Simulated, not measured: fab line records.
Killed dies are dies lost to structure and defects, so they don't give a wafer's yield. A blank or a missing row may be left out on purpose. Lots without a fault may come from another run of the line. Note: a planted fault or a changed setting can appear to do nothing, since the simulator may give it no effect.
fab line records	flow n5-finfet
record: lots: 10	wafers: 26	last-day: 17
route steps=1938 shown BEOL_M0_SAQP@663 BEOL_M4@1111 PASSIVATION@1936
lots that met no fault: taken from a fault-free run of the same line
start-h: the number of hours between the record's first day and the start of the first shown wafer of the lot	wait-h: how many hours have passed since the lot's step before this one	" as in the row above	L1.1+2: one row covering several wafers at once	- no value present, or no start provided	* or withheld: withheld	< > ~ a bound
route shown NAME@n: NAME is a module with steps in the file, n the number in the route of the first one	usual: mean/standard deviation taken from wafers without a fault	same: alike in all rows	chamber/n: place in a boat	sites: each site's reading	_std_site: the standard deviation of these	_edge_site: the outer-site mean with the inner-site mean subtracted	radius-mm: for every site, how far away it sits from the centre of the wafer	mask NAME#n: copy n	behind: the last tool/chamber to shape the wafer	hold: why the lot was held/for how many hours/how that ended	device: whichever transistor did not switch (one of n, p or np)	end of line: at the end of the route, the tests of the same wafers	a step without rows: its recipe alone	killed: the dies lost at the first sort to structure and to defects; this is not the yield of the wafer	map: a wafer's dies, x killed, . not, _ none there
set.NAME: the setting that was run; set.NAME@STEP: the one run at that earlier step	model.NAME: the simulator's own value behind a step, which no gauge read
the route's steps for a sample of lots (tables are steps, rows are wafers)
services: the hour from which a tool's chamber was out of use, counted from the record's first day as start-h (under 0 if before that day), plus the number of hours and why
== steps ==
step: N5_BEOL_M0_SAQP_SPACER1_ALD_98
recipe: material: SiO2	target-thk-a: 128	temp-c: 300	ald-precursor-family: BDEAS	ald-co-reactant: O2-plasma	pulse-time-s: 1	purge-time-s: 2	co-reactant-purge-time-s: 2	ald-cycles: 138	pressure-torr: 2
usual: ald-cycles: 138/0	heater-power-w: 467/52	precursor-pulse-height-rel: 1.000/0.021
lot.wafer	tool	chamber	start-h	wait-h	ald-cycles	heater-power-w	precursor-pulse-height-rel
L396.2	ald-sin-01	3	112.66	0.3	138	471	1.013
L396.3	"	0	"	"	138	430	1.037
L396.5	"	0	"	"	138	447	1.004
L397.1	ald-sin-01	2	115.41	0.8	138	446	1.039
L397.3	"	0	"	"	138	428	0.997
L397.5	"	1	"	"	138	450	0.974
L399.1	ald-sin-01	0	127.39	0.3	138	435	1.048
L399.3	"	1	"	"	138	442	1.009
L399.6	"	1	"	"	138	440	1.015
L400.1	ald-sin-01	0	136.61	0.3	138	428	1.011
L400.6	"	1	"	"	138	450	1.011
L406.2	ald-sin-02	1	167.80	0.5	138	640	1.011
L406.3	"	0	"	"	138	531	1.018
L406.5	"	3	"	"	138	478	0.976
L409.1	ald-sin-01	2	186.57	1.9	138	451	1.035
L409.6	"	2	"	"	179	454	0.964
L411.5	ald-sin-01	2	198.68	0.4	138	444	0.993
L411.6	"	3	"	"	179	472	1.002
L415.2	ald-sin-03	1	237.90	0.5	138	414	0.981
L415.4	"	3	"	"	138	429	1.012
L415.5	"	3	"	"	138	436	1.005
L417.1	ald-sin-02	0	238.10	0.3	138	529	1.033
L417.3	"	3	"	"	138	471	0.997
L417.4	"	2	"	"	138	454	1.030
L419.5	ald-sin-03	0	252.06	0.3	138	454	0.980
L419.6	"	1	"	"	138	420	1.025
step: N5_BEOL_M0_SAQP_MANDREL1_REMOVE_100
recipe: chemistry: HBr/Cl2/O2	bt-time-s: 10	target: a-Si	stop-on: SiNx	endpoint: OES-SiCl	over-etch-frac: 0.85	icp-w: 600	bias-w: 30	HBr_flow_sccm: 150	Cl2_flow_sccm: 80	O2_flow_sccm: 5	pressure-mtorr: 10
usual: O2_flow_sccm: 5.001/0.013	drypump-motor-current-A: 5.6/0.48	oes-product-au: 1.000/0.02	throttle-valve-pct: 36.6/0.47
lot.wafer	tool	chamber	start-h	wait-h	O2_flow_sccm	drypump-motor-current-A	oes-product-au	rf-hours-counter-h	throttle-valve-pct
L396.2	rie-si-02	1	113.23	0.1	5.009	5.7	1.023	55	35.9
L396.3	"	0	"	"	4.983	5.8	0.979	4	37.4
L396.5	"	1	"	"	4.981	5.7	1.012	-	35.9
L397.1	rie-si-01	0	115.97	0.1	4.988	6.1	1.027	8	35.8
L397.3	"	2	"	"	5.003	4.8	1.026	0	36.7
L397.5	"	2	"	"	4.995	4.7	1.025	-	36.7
L399.1	rie-si-01	1	127.95	0.1	4.987	5.1	1.005	103	36.7
L399.3	"	2	"	"	5.025	4.8	1.039	1	36.7
L399.6	"	0	"	"	5.001	6.1	1.029	-	35.8
L400.1	rie-si-04	0	137.27	0.1	5.003	5.8	0.982	6	37.2
L400.6	"	2	"	"	4.998	5.1	0.990	-	36.7
L406.2	rie-si-02	0	168.37	0.1	4.996	5.8	0.980	5	37.4
L406.3	"	1	"	"	4.999	5.7	1.017	56	35.9
L406.5	"	0	"	"	5.013	5.9	0.973	-	37.4
L409.1	rie-si-02	0	187.13	0.1	4.976	5.8	0.979	6	37.4
L409.6	"	3	"	"	5.001	5.5	0.988	-	36.6
L411.5	rie-si-02	1	199.05	0.1	4.992	5.7	1.027	-	35.9
L411.6	"	2	"	"	4.991	5.3	0.993	-	36.6
L415.2	rie-si-02	1	238.50	0.1	4.985	5.7	1.039	57	35.9
L415.4	"	2	"	"	4.987	5.4	1.013	63	36.6
L415.5	"	2	"	"	4.987	5.4	1.019	-	36.6
L417.1	rie-si-01	3	238.67	0.1	5.009	6.5	0.972	3	36.4
L417.3	"	2	"	"	4.998	4.7	1.037	3	36.7
L417.4	"	1	"	"	4.999	5.1	1.011	105	36.7
L419.5	rie-si-04	0	252.44	0.1	4.997	5.8	0.985	-	37.2
L419.6	"	1	"	"	5.004	5.8	1.022	-	37.0
step: N5_BEOL_M0_SAQP_CD_MEAS_25
recipe: target-cd-nm: 13.1	landing-energy-ev: 1000	detector: se-inlens
usual: cd-nm: 12.82/0.24
lot.wafer	tool	chamber	start-h	wait-h	cd-nm
L396.2	cd-sem-02	0	113.34	0.1	12.49
L396.3	"	0	"	"	12.67
L396.5	"	0	"	"	12.51
L397.1	cd-sem-03	0	116.09	0.1	12.73
L397.3	"	0	"	"	13.16
L397.5	"	0	"	"	12.93
L399.1	cd-sem-02	0	128.06	0.1	12.75
L399.3	"	0	"	"	13.04
L399.6	"	0	"	"	12.60
L400.1	cd-sem-02	0	137.38	0.1	12.90
L400.6	"	0	"	"	12.89
L406.2	cd-sem-03	0	168.48	0.1	12.98
L406.3	"	0	"	"	12.92
L406.5	"	0	"	"	13.05
L409.1	cd-sem-01	0	187.24	0.1	12.99
L409.6	"	0	"	"	16.63
L411.5	cd-sem-01	0	199.13	0.0	12.76
L411.6	"	0	"	"	16.58
L415.2	cd-sem-02	0	238.61	0.1	12.77
L415.4	"	0	"	"	12.34
L415.5	"	0	"	"	12.45
L417.1	cd-sem-03	0	238.78	0.1	12.65
L417.3	"	0	"	"	13.03
L417.4	"	0	"	"	12.50
L419.5	cd-sem-02	0	252.51	0.0	12.25
L419.6	"	0	"	"	12.42
step: N5_BEOL_M0_SAQP_RECESS_104
recipe: chemistry: HF/NH3	target: SiO2	target-depth-a: 180	afs-cycles: 3	temp-c: 30	sublimation-temp-c: 180	sublimation-time-s: 60
usual: drypump-motor-current-A: 6.0/0.41
lot.wafer	tool	chamber	start-h	wait-h	drypump-motor-current-A
L396.2	vapor-etch-02	0	113.60	0.1	5.4
L396.3	"	1	"	"	6.5
L396.5	"	1	"	"	6.5
L397.1	vapor-etch-01	1	116.35	0.1	5.7
L397.3	"	0	"	"	6.0
L397.5	"	0	"	"	6.0
L399.1	vapor-etch-02	1	128.32	0.1	6.5
L399.3	"	0	"	"	5.4
L399.6	"	1	"	"	6.5
L400.1	vapor-etch-01	0	137.65	0.1	6.1
L400.6	"	0	"	"	6.0
L406.2	vapor-etch-01	0	168.85	0.2	6.1
L406.3	"	0	"	"	6.1
L406.5	"	0	"	"	6.1
L409.1	vapor-etch-01	0	187.50	0.1	6.1
L409.6	"	0	"	"	6.1
L411.5	vapor-etch-02	1	200.79	1.4	6.5
L411.6	"	0	"	"	5.5
L415.2	vapor-etch-02	1	239.06	0.2	6.5
L415.4	"	0	"	"	5.4
L415.5	"	1	"	"	6.5
L417.1	vapor-etch-02	0	239.42	0.4	5.4
L417.3	"	0	"	"	5.4
L417.4	"	1	"	"	6.5
L419.5	vapor-etch-02	1	253.01	0.3	6.5
L419.6	"	0	"	"	5.5
step: N5_BEOL_M0_SAQP_STRIP_108
recipe: chemistry: N2/H2	power-w: 500	temp-c: 40	pressure-mtorr: 50	rf-frequency-hz: 6e+07	overash-fraction: 0.3	bias-power-w: 28	h2-frac: 0.5	n2-flow-sccm: 300	h2-flow-sccm: 300
usual: drypump-motor-current-A: 5.8/0.41	h2-flow-sccm: 300.0/0.89	oes-product-au: 0.76/0.081	rf-vpp-V: 122.1/1	showerhead-plenum-p-Torr: 3.39/0.1	throttle-valve-pct: 19.3/0.59
lot.wafer	tool	chamber	start-h	wait-h	drypump-motor-current-A	h2-flow-sccm	oes-product-au	rf-hours-counter-h	rf-vpp-V	showerhead-plenum-p-Torr	throttle-valve-pct
L396.2	rie-diel-03	2	114.14	0.0	6.4	299.8	0.75	147	121.6	3.34	18.4
L396.3	"	0	"	"	6.1	300.0	0.77	142	123.3	3.48	18.4
L396.5	"	3	"	"	6.6	300.1	0.94	-	123.4	3.56	18.6
L397.1	rie-diel-02	3	116.93	0.0	5.7	300.5	0.71	188	121.4	3.33	19.9
L397.3	"	2	"	"	6.0	301.1	0.77	156	121.7	3.50	19.5
L397.5	"	2	"	"	6.0	299.9	0.77	-	123.7	3.50	19.5
L399.1	rie-diel-01	2	128.87	0.0	5.5	299.5	0.89	47	122.1	3.43	20.3
L399.3	"	0	"	"	5.1	300.4	0.74	161	122.4	3.49	19.0
L399.6	"	1	"	"	5.7	300.0	0.67	-	121.1	3.32	19.3
L400.1	rie-diel-02	0	138.56	0.0	6.0	299.7	0.70	230	120.8	3.47	19.3
L400.6	"	1	"	"	5.7	300.1	0.73	-	120.3	3.20	19.6
L406.2	rie-diel-03	2	169.64	0.0	6.4	298.8	0.74	164	121.5	3.33	18.5
L406.3	"	0	"	"	6.1	301.1	0.75	158	124.8	3.48	18.4
L406.5	"	1	"	"	5.7	299.2	0.74	-	122.8	3.33	19.2
L409.1	rie-diel-02	2	188.41	0.0	6.0	301.0	0.75	179	122.1	3.49	19.5
L409.6	"	2	"	"	6.0	300.1	0.75	-	120.6	3.49	19.5
L411.5	rie-diel-01	2	201.16	0.0	5.4	300.3	0.85	-	123.0	3.42	20.3
L411.6	"	3	"	"	6.4	301.8	0.67	-	122.0	3.30	18.7
L415.2	rie-diel-01	1	239.61	0.0	5.6	299.9	0.91	11	121.6	3.30	19.0
L415.4	"	0	"	"	5.1	301.6	0.71	-	121.8	3.47	19.0
L415.5	"	2	"	"	5.4	300.0	0.83	-	121.8	3.41	20.3
L417.1	rie-diel-01	2	239.97	0.0	5.4	300.3	0.83	88	122.6	3.41	20.3
L417.3	"	0	"	"	5.1	300.0	0.71	198	123.5	3.47	19.0
L417.4	"	1	"	"	5.7	298.9	0.92	-	125.0	3.30	19.0
L419.5	rie-diel-01	2	253.34	0.0	5.4	301.9	0.82	-	121.9	3.41	20.4
L419.6	"	1	"	"	5.6	299.0	0.92	-	122.6	3.30	19.0
step: N5_BEOL_M4_RC_MEAS_101
usual: DIBL_N: 36.8/2.2	DIBL_P: 37.0/2.8	IOFF_N: 0.18/0.043	IOFF_P: 0.23/0.05	ION_N: 680/14	ION_P: 466/9.1	SS_N: 71.7/0.74	SS_P: 73.5/0.79	VT_N: 248/4	VT_P: -249/4.1
lot.wafer	tool	chamber	start-h	wait-h	DIBL_N[mV/V]	DIBL_P[mV/V]	IOFF_N[nA/um]	IOFF_P[nA/um]	ION_N[uA/um]	ION_P[uA/um]	SS_N[mV/dec]	SS_P[mV/dec]	VT_N[mV]	VT_P[mV]
L396.2	prober-01	0	177.38	0.2	34.7	35.3	0.13	0.19	665	459	71.2	73.2	251	-253
L396.3	"	0	"	"	33.8	35.0	0.13	0.19	687	467	71.0	73.7	249	-251
L396.5	"	0	"	"	37.8	38.8	0.20	0.25	689	467	71.7	74.1	246	-249
L397.1	prober-02	0	177.57	0.0	37.8	36.7	0.16	0.19	666	450	71.9	73.9	249	-254
L397.3	"	0	"	"	34.9	33.9	0.13	0.17	677	462	69.7	73.0	252	-255
L397.5	"	0	"	"	38.9	38.6	0.19	0.23	688	463	71.8	73.7	248	-251
L399.1	prober-01	0	197.16	0.1	35.7	36.9	0.18	0.19	677	453	71.6	73.4	243	-254
L399.3	"	0	"	"	36.3	38.2	0.17	0.19	667	456	71.6	73.1	253	-253
L399.6	"	0	"	"	37.7	40.2	0.23	0.24	700	467	72.0	73.6	244	-250
L400.1	prober-01	0	200.37	0.2	36.6	39.3	0.18	0.20	682	455	71.6	73.9	246	-253
L400.6	"	0	"	"	32.5	33.7	0.10	0.13	659	444	70.4	72.3	255	-259
L406.2	prober-02	0	230.72	0.2	40.1	39.8	0.20	0.30	671	470	72.0	74.3	249	-244
L406.3	"	0	"	"	38.5	38.5	0.19	0.28	681	477	71.6	73.3	246	-243
L406.5	"	0	"	"	42.5	42.6	0.27	0.36	700	479	73.1	74.9	244	-242
L409.1	prober-02	0	247.48	0.0	36.1	36.5	0.15	0.20	674	462	71.9	73.4	251	-251
L411.5	prober-01	0	253.88	0.6	35.7	34.9	0.14	0.23	666	467	71.9	73.1	251	-247
L415.2	prober-01	0	284.66	0.2	33.8	32.3	0.13	0.18	664	461	71.4	72.0	253	-252
L415.4	"	0	"	"	36.8	36.9	0.18	0.25	682	468	71.5	72.8	247	-249
L415.5	"	0	"	"	38.4	38.7	0.23	0.27	700	479	71.8	73.7	242	-248
L417.1	prober-01	0	291.49	0.0	37.4	36.0	0.18	0.20	687	459	71.9	73.4	249	-252
L417.3	"	0	"	"	39.8	41.2	0.25	0.31	707	480	73.3	74.3	244	-249
L417.4	"	0	"	"	38.5	37.6	0.21	0.23	683	460	72.8	73.8	247	-250
L419.5	prober-02	0	299.52	0.6	36.7	37.9	0.20	0.26	686	474	72.2	73.6	243	-244
L419.6	"	0	"	"	37.7	40.2	0.22	0.31	701	487	72.3	74.8	242	-241
step: N5_PASSIVATION_PROBE_49
usual: defect-limited-yield: 91.4/1.5	killed_at_M0_to_M3: 36/11	killed_at_M4_up: 14/6	killed-at-contacts: 11/6	killed-at-front-end: 37/11	killed-at-other: 4/3.4	killed-dies: 102/18	killed-on-rim: 13/3.5	killed-open: 66/13	killed-short: 34/7.8	sort_bin_4_leakage: 0.00/0.017	sort_bin_5_function: 5.0/0.97	sort_bin_6_memory: 3.2/0.7	sort-n-pass: 1078/19	sort-yield-pct: 91.3/1.6
same: gross-dies: 1180	killed-at-back-side: 0	sort_bin_8_speed[%]: 0
lot.wafer	tool	chamber	start-h	wait-h	defect-limited-yield[%]	killed_at_M0_to_M3	killed_at_M4_up	killed-at-contacts	killed-at-front-end	killed-at-other	killed-dies	killed-on-rim	killed-open	killed-short	sort_bin_4_leakage[%]	sort_bin_5_function[%]	sort_bin_6_memory[%]	sort-n-pass	sort-yield-pct[%]
L399.1	prober-02	-	306.40	0.0	90.8	39	10	5	46	8	108	12	66	33	0	5.1	3.1	1072	90.8
L399.3	prober-02	-	306.50	0.1	90.4	26	3	13	51	20	113	13	75	34	0	5.6	3.6	1067	90.4
L399.6	prober-02	-	306.65	0.3	91.6	26	13	29	25	6	99	11	76	22	0	4.6	3.6	1081	91.6
L409.1	prober-02	-	349.82	0.9	93.6	26	13	5	31	1	76	7	44	30	0	3.3	2.7	1104	93.6
L409.6	prober-02	-	350.07	1.1	0	1099	28	7	44	2	1180	152	83	33	0	96.2	3.6	0	0
L411.5	prober-02	-	353.14	0.2	90.6	45	16	9	33	8	111	14	75	36	0	5.7	3.6	1069	90.6
L411.6	prober-02	-	353.19	0.3	0	1138	16	11	12	3	1180	152	60	29	0	96.4	3.1	0	0
L415.2	prober-02	-	390.76	0.1	93.1	15	9	4	43	10	81	13	37	28	0	3.7	2.2	1099	93.1
L415.4	prober-02	-	390.86	0.2	95.1	16	10	3	26	3	58	9	34	24	0	3.1	1.7	1122	95.1
L415.5	prober-02	-	390.91	0.2	93.2	28	10	10	27	5	80	8	45	33	0	3.9	2.7	1100	93.2
killed by level:class
L399.1 BEOL_M3:geometric-particle:open=14 STI_FIN_REVEAL:geometric-particle:open=13 HKMG_FIN:area-etch=8 FIN_SAQP:geometric-particle:short=6 BEOL_M0_SAQP:geometric-particle:open=6 BEOL_M0_SAQP:geometric-particle:short=6 STI_FIN_REVEAL:geometric-particle:short=5 BEOL_M4:geometric-particle:open=5
L399.3 MOL_CONTACT_COAG:geometric-particle:open=12 DUMMY_GATE:geometric-particle:open=11 STI_FIN_REVEAL:geometric-particle:open=8 BEOL_M0:geometric-particle:short=6 BEOL_M3:geometric-particle:open=6 PAD_METAL:geometric-particle:short=6 FIN_SAQP:geometric-particle:short=5 PAD_METAL:geometric-particle:open=5
L399.6 MOL_CONTACT_COAG:geometric-particle:open=24 STI_FIN_REVEAL:geometric-particle:open=9 BEOL_M3:geometric-particle:open=7 BEOL_M4:geometric-particle:open=6 DUMMY_GATE:geometric-particle:open=5 BEOL_M0_SAQP:geometric-particle:open=4 GATE_CUT:geometric-particle:short=4 MOL_CONTACT_COAG:geometric-particle:short=4
L409.1 FIN_SAQP:geometric-particle:short=6 STI_FIN_REVEAL:geometric-particle:open=6 GATE_CUT:geometric-particle:short=6 BEOL_M1:geometric-particle:open=6 BEOL_M0_SAQP:geometric-particle:open=5 BEOL_M3:geometric-particle:open=5 FIN_SAQP:geometric-particle:open=4 BEOL_M0_SAQP:geometric-particle:short=3
L409.6 BEOL_M0_SAQP:area-ald=1064 BEOL_M4:geometric-particle:open=19 STI_FIN_REVEAL:geometric-particle:open=11 FIN_SAQP:geometric-particle:open=10 BEOL_M1:geometric-particle:open=8 BEOL_M2:geometric-particle:open=7 FIN_SAQP:geometric-particle:short=6 MOL_CONTACT_COAG:geometric-particle:open=5
L411.5 BEOL_M2:geometric-particle:open=13 STI_FIN_REVEAL:geometric-particle:open=12 BEOL_M0_SAQP:geometric-particle:short=9 MOL_CONTACT_COAG:geometric-particle:open=8 BEOL_M3:geometric-particle:open=7 BEOL_M0_SAQP:geometric-particle:open=6 FIN_SAQP:geometric-particle:short=5 GATE_CUT:geometric-particle:short=5
L411.6 BEOL_M0_SAQP:area-ald=1091 BEOL_M0_SAQP:geometric-particle:short=11 BEOL_M2:geometric-particle:open=10 MOL_CONTACT_COAG:geometric-particle:open=8 BEOL_M1:geometric-particle:open=8 BEOL_M0_SAQP:geometric-particle:open=7 BEOL_M5:geometric-particle:open=6 BEOL_M3:geometric-particle:open=4
L415.2 FIN_SAQP:geometric-particle:open=9 HKMG_FIN:area-etch=7 ILD0:geometric-particle:short=5 BEOL_M4:geometric-particle:open=5 FIN_SAQP:geometric-particle:short=4 PASSIVATION:area-etch=4 DUMMY_GATE:geometric-particle:open=3 ILD0:geometric-particle:open=3
L415.4 DUMMY_GATE:geometric-particle:open=8 FIN_SAQP:geometric-particle:short=6 BEOL_M1:geometric-particle:short=5 BEOL_M2:geometric-particle:open=5 BEOL_M4:geometric-particle:open=4 FIN_SAQP:geometric-particle:open=3 BEOL_M5:geometric-particle:open=3 GATE_CUT:geometric-particle:short=2
L415.5 DUMMY_GATE:geometric-particle:open=7 MOL_CONTACT_COAG:geometric-particle:open=7 BEOL_M0_SAQP:geometric-particle:short=6 BEOL_M0_SAQP:geometric-particle:open=6 FIN_SAQP:geometric-particle:short=5 BEOL_M1:geometric-particle:open=5 BEOL_M3:geometric-particle:open=4 STARTING-WAFER:geometric-particle:short=4
== services ==
tool	chamber	start-h	hours	kind
ald-sin-02	3	95.33	2.5	repair
ald-sin-01	0	99.43	-	clean
ald-sin-01	1	99.43	-	clean
ald-sin-01	2	99.43	-	clean
ald-sin-01	3	99.43	-	clean
ald-sin-01	-	103.42	0.9	repair
rie-si-02	2	119.16	18.9	repair
rie-si-01	1	129.08	2.1	repair
rie-diel-01	0	140.58	7.1	repair
rie-diel-01	-	143.86	3.3	repair
rie-si-01	-	144.24	2.8	pm
rie-si-04	0	145.61	4.8	repair
rie-diel-03	1	147.36	3.3	repair
vapor-etch-01	-	160.23	4.3	pm
rie-diel-03	-	160.73	0.5	repair
vapor-etch-01	-	168.04	0.6	repair
ald-sin-03	-	176.75	14.0	pm
rie-diel-01	1	187.49	-	clean
rie-diel-03	-	198.08	1.1	repair
rie-diel-03	-	199.54	2.6	repair
ald-sin-03	0	207.35	4.5	repair
rie-diel-01	3	213.02	48.6	repair
rie-diel-03	0	216.61	2.9	repair
ald-sin-03	0	219.36	18.2	repair
== key ==
first-sign: step: N5_BEOL_M0_SAQP_SPACER1_ALD_98	reading: ald-cycles	direction: up	sigmas: 99+	usual: *	struck: *
effect: step: N5_BEOL_M0_SAQP_CD_MEAS_25	reading: cd-nm	direction: up	sigmas: 16	usual: 12.82	struck: 16.61
effect: step: N5_PASSIVATION_PROBE_49	reading: killed_at_M0_to_M3	direction: up	sigmas: 99+	usual: 36	struck: 1118
more-kills-born-at: N5_BEOL_M0_SAQP_SPACER1_ALD_98@ald-sin-01: 2155
met-at N5_BEOL_M0_SAQP_SPACER1_ALD_98
struck-lots L409,L411
struck-wafers L409.6,L411.6
later-rows-left-out L409.6,L411.6
not-acting-at N5_BEOL_M0_SAQP_MANDREL1_REMOVE_100,N5_BEOL_M0_SAQP_RECESS_104,N5_BEOL_M0_SAQP_STRIP_108
onset-between 136.61 186.57
fault: kind: process-parameter-drift	tool: ald-sin-01	chamber: -	onset-h: 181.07	steps: N5_BEOL_M0_SAQP_SPACER1_ALD_98	channel: ald-cycles	offset: *	shape: step	end-h: 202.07	scope: struck-wafers-only	acts-in: *	stated: *
later-rows-left-out: the simulator's readings of these wafers behind a module that went badly wrong aren't trusted and aren't shown, but for the sort
